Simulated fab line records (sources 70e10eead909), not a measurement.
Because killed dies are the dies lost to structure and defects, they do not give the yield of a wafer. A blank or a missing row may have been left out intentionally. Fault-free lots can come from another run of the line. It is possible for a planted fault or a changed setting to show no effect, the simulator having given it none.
Chamber matching | flow nandHarc | pecvd-02 running NHARC_A_STAIRCASE_DEP_301: 3 sister chambers
The step deposits SiON, target thk 30 nm. 6 wafers are shown with their chamber, then 8 later ones without.

== WAFERS WITH THEIR CHAMBER ==
wafer  | chamber | heaterPowerW (W)
L085.4 | 1       | 572
L085.6 | 2       | 709
L094.3 | 0       | 683
L094.4 | 2       | 754
L094.5 | 0       | 693
L095.3 | 1       | 604

== WAFERS WHOSE CHAMBER IS MISSING ==
wafer  | heaterPowerW (W)
L095.4 | 780
L095.6 | 678
L095.1 | 764
L095.2 | 692
L095.5 | 582
L097.2 | 519
L097.3 | 725
L097.6 | 753

== CHAMBER TAKEN BY EACH ==
wafer  | from the rows above     | in truth
L095.4 | can't be placed: 2 or 0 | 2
L095.6 | can't be placed: 0 or 2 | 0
L095.1 | can't be placed: 2 or 0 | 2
L095.2 | can't be placed: 0 or 2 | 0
L095.5 | 1                       | 1
L097.2 | 1                       | 1
L097.3 | can't be placed: 2 or 0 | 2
L097.6 | can't be placed: 2 or 0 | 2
2 of 8 placed correctly. Cannot be placed on the basis of these rows: 6; the candidates contain the true chamber in 6. 0 placed wrongly.
How it was worked out, from the rows above alone: a wafer's distance from a chamber is the root of the sum, over the readings, of the square of ((its reading less the chamber's mean) divided by the reading's scatter). If the next closest chamber is less than 2 further off than the closest, the wafer can't be placed; otherwise it belongs to the closest. The mean given for a chamber averages the wafers shown for that chamber. The scatter: take each reading less its chamber's mean, square it, sum over the shown wafers, divide by the number of wafers less the number of chambers, and take the root.
